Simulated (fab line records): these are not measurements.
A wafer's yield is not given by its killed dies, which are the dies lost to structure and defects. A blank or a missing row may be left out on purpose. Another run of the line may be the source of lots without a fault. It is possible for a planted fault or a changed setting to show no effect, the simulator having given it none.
Which tool did it?	flow nand_harc	24 lots, 72 wafers sampled, at 4 steps of a route of 1159

## WHAT EACH GAUGE READ, for each wafer
NHARC_P_M2_INSPECT_11.
lot	measured	on	raw_defect_count
L074	day 6 14:09	defect_inspect-01	5 8 2
L075	day 6 19:41	defect_inspect-01	13 10 9
L076	day 6 20:31	defect_inspect-02	8 5 6
L079	day 7 02:55	defect_inspect-01	3 2 5
L078	day 7 03:58	defect_inspect-01	3 1 7
L077	day 7 09:54	defect_inspect-02	5 2 5
L080	day 7 19:23	defect_inspect-02	5 3 5
L081	day 7 20:02	defect_inspect-02	6 10 6
L083	day 8 05:25	defect_inspect-02	1 5 2
L084	day 8 06:31	defect_inspect-01	1 5 4
L082	day 8 08:13	defect_inspect-01	2 3 5
L085	day 9 12:05	defect_inspect-02	2 0 2
L087	day 9 12:31	defect_inspect-01	8 4 10
L086	day 9 13:18	defect_inspect-01	3 3 5
L088	day 10 03:43	defect_inspect-02	7 3 5
L089	day 10 04:53	defect_inspect-02	5 1 1
L091	day 10 07:58	defect_inspect-02	5 5 2
L090	day 10 09:50	defect_inspect-02	5 1 2
L092	day 10 18:34	defect_inspect-01	6 6 9
L093	day 10 23:57	defect_inspect-01	2 2 1
L094	day 11 07:10	defect_inspect-01	6 3 4
L095	day 11 07:44	defect_inspect-01	2 3 7
L096	day 11 15:49	defect_inspect-02	2 4 3
L097	day 11 21:09	defect_inspect-02	2 0 4

NHARC_A_ONON_D1_THK_MEAS_14: measures by ellipsometry.
lot	measured	on	thk_nm (nm)
L074	day 8 00:09	film_metro-01	1004 1004 1007
L075	day 8 05:18	film_metro-01	991 990 992
L076	day 8 05:16	film_metro-01	991 991 991
L079	day 8 12:43	film_metro-02	985 985 984
L078	day 8 12:46	film_metro-01	1003 1001 999
L077	day 8 20:17	film_metro-02	1002 1003 1001
L080	day 9 04:27	film_metro-01	1005 1006 1005
L081	day 9 04:19	film_metro-02	994 992 994
L083	day 9 16:22	film_metro-02	1000 1002 1000
L084	day 9 16:01	film_metro-02	1008 1009 1009
L082	day 9 16:14	film_metro-01	999 999 997
L085	day 10 22:02	film_metro-01	986 987 986
L087	day 10 22:44	film_metro-01	1002 1003 1002
L086	day 10 22:23	film_metro-02	1012 1012 1013
L088	day 11 13:26	film_metro-01	989 989 990
L089	day 11 13:31	film_metro-02	1004 1005 1003
L091	day 11 17:48	film_metro-01	997 998 998
L090	day 11 17:47	film_metro-02	1003 1002 1003
L092	day 12 05:39	film_metro-02	999 999 998
L093	day 12 11:11	film_metro-02	1005 1004 1005
L094	day 12 16:44	film_metro-01	1001 1002 1002
L095	day 12 16:46	film_metro-02	982 982 983
L096	day 13 01:40	film_metro-02	987 989 989
L097	day 13 07:43	film_metro-01	1014 1012 1013

## EACH LOT AND THE TOOL THAT RAN IT (in order: tool; ch and the chambers of the sampled wafers; start)
lot	NHARC_P_M2_ETCH_35	NHARC_P_BONDPAD_DEP_00
L074	rie_diel-13 ch 0,2, day 6 14:18	pecvd-02 ch 0,2, day 6 17:24
L075	rie_diel-11 ch 0,2,3, day 6 19:49	pecvd-02 ch 0,1,2, day 6 22:53
L076	rie_diel-13 ch 0,1,2, day 6 20:40	pecvd-01 ch 0,1,2, day 6 23:45
L079	rie_diel-13 ch 0,2,3, day 7 03:04	pecvd-01 ch 0,1,2, day 7 06:11
L078	rie_diel-13 ch 0,2,3, day 7 04:07	pecvd-01 ch 1,2, day 7 07:13
L077	rie_diel-11 ch 0,3, day 7 10:03	pecvd-01 ch 1,2, day 8 20:17 or earlier
L080	rie_diel-13 ch 1,3, day 7 19:32	pecvd-02 ch 1,2, day 7 22:35
L081	rie_diel-06 ch 0,2, day 7 20:11	pecvd-01 ch 0,2, day 9 04:19 or earlier
L083	rie_diel-11 ch 0,2, day 8 05:35	pecvd-04 ch 0,1,2, day 8 08:59
L084	rie_diel-06 ch 2,3, day 8 06:40	pecvd-02 ch 0,1, day 8 10:34
L082	rie_diel-11 ch 0,3, day 8 08:22	pecvd-04 ch 0,1,2, day 8 11:36
L085	rie_diel-11 ch 0,1,3, day 9 12:25	pecvd-01 ch 0,1,2, day 10 22:02 or earlier
L087	rie_diel-13 ch 1,2,3, day 9 12:40	pecvd-01 ch 0,1, day 9 15:59
L086	rie_diel-13 ch 0,1, day 9 13:27	pecvd-04 ch 1,2, day 9 17:02
L088	rie_diel-13 ch 1,2,3, day 10 03:53	pecvd-04 ch 0,2, day 11 13:26 or earlier
L089	rie_diel-13 ch 0,2,3, day 10 05:02	pecvd-01 ch 0,2, day 11 13:31 or earlier
L091	rie_diel-06 ch 1,2,3, day 10 08:07	pecvd-01 ch 0,1,2, day 10 11:13
L090	rie_diel-11 ch 0,1,2, day 10 10:01	pecvd-01 ch 1,2, day 10 13:14
L092	rie_diel-11 ch 1,2, day 10 18:44	pecvd-04 ch 1,2, day 12 05:39 or earlier
L093	rie_diel-13 ch 0,2,3, day 11 00:06	pecvd-04 ch 0,1,2, day 11 03:27
L094	rie_diel-13 ch 0,1,3, day 11 07:19	pecvd-01 ch 0,1,2, day 11 10:29
L095	rie_diel-13 ch 2,3, day 11 07:54	pecvd-02 ch 0,1,2, day 12 16:46 or earlier
L096	rie_diel-13 ch 1,2,3, day 11 15:58	pecvd-04 ch 0,1,2, day 11 19:01
L097	rie_diel-13 ch 0,1,2, day 11 21:18	pecvd-02 ch 0,1,2, day 13 07:43 or earlier
- NHARC_P_M2_ETCH_35: etches the open film in N2/H2, target depth 40 nm, overetch 12 nm, time 43.94 s.
- NHARC_P_BONDPAD_DEP_00: deposits SiCN, target thk 250 nm.

## AS READ BY THE TOOLS THEMSELVES (means over the sampled wafers that have a number; for cases with no such wafer, the mark the record gives instead)
NHARC_P_M2_ETCH_35.
lot	tool	drypump_motor_current_A (A)	oes_product_au (a.u.)	rf_vpp_V (V)	showerhead_plenum_p_Torr (Torr)	throttle_valve_pct (%)
L074	rie_diel-13	5.7	1.007	432	2.11	14.175
L075	rie_diel-11	5.9	1.003	428	1.97	14.173
L076	rie_diel-13	5.9	0.998	431	2.06	14.178
L079	rie_diel-13	5.8	0.996	431	2.04	14.164
L078	rie_diel-13	5.8	1.001	431	2.04	14.172
L077	rie_diel-11	5.8	0.999	431	2.04	14.162
L080	rie_diel-13	6.4	1.005	430	2.02	14.174
L081	rie_diel-06	5.4	0.998	429	1.99	14.182
L083	rie_diel-11	6.3	0.991	426	1.88	14.160
L084	rie_diel-06	5.7	0.995	434	2.14	14.173
L082	rie_diel-11	5.8	0.986	430	2.04	14.171
L085	rie_diel-11	6.0	0.985	432	2.09	14.174
L087	rie_diel-13	6.1	1.008	431	2.07	14.172
L086	rie_diel-13	6.2	1.006	430	2.02	14.169
L088	rie_diel-13	6.1	1.003	432	2.07	14.173
L089	rie_diel-13	5.8	1.006	430	2.04	14.162
L091	rie_diel-06	5.7	1.001	432	2.09	14.166
L090	rie_diel-11	6.1	0.993	432	2.12	14.176
L092	rie_diel-11	5.9	1.004	429	2.02	14.180
L093	rie_diel-13	5.8	1.017	429	2.04	14.165
L094	rie_diel-13	6.1	1.001	429	1.99	14.164
L095	rie_diel-13	5.9	1.007	433	2.12	14.178
L096	rie_diel-13	6.1	1.007	431	2.07	14.166
L097	rie_diel-13	6.0	1.000	431	2.06	14.172

NHARC_P_BONDPAD_DEP_00.
lot	tool	heater_power_w (W)
L074	pecvd-02	641
L075	pecvd-02	659
L076	pecvd-01	573
L079	pecvd-01	590
L078	pecvd-01	631
L077	pecvd-01	620
L080	pecvd-02	645
L081	pecvd-01	605
L083	pecvd-04	611
L084	pecvd-02	629
L082	pecvd-04	592
L085	pecvd-01	565
L087	pecvd-01	515
L086	pecvd-04	565
L088	pecvd-04	565
L089	pecvd-01	660
L091	pecvd-01	598
L090	pecvd-01	631
L092	pecvd-04	623
L093	pecvd-04	568
L094	pecvd-01	582
L095	pecvd-02	636
L096	pecvd-04	605
L097	pecvd-02	604

## THE ANSWER, worked out from the rows above alone
Rule: usual is defined by the lots themselves. Put in order of their means at a reading, lots are off if they are a third of the lots or fewer, leave a main group of 4 or more, and stand apart from it by a gap of 3 or more times the standard deviation of the main group's means; of several such gaps the widest counts. A main group is skipped when, at the precision printed for the reading in the tables above, its means are all equal. Also off: a lot with no number at a reading for which 4 or more lots have one. Where the step has rows for the other lots, those lots are counted as sound. First the gauges in route order, then the tools' own readings, where a lot's mean is used as printed above. At the first step where some lot is off, the reading lying furthest off is the one used; lots without a number count as furthest.
Nothing can be told from this: no lot is off at any reading shown.

## WHAT THE SIMULATOR HAD INSERTED
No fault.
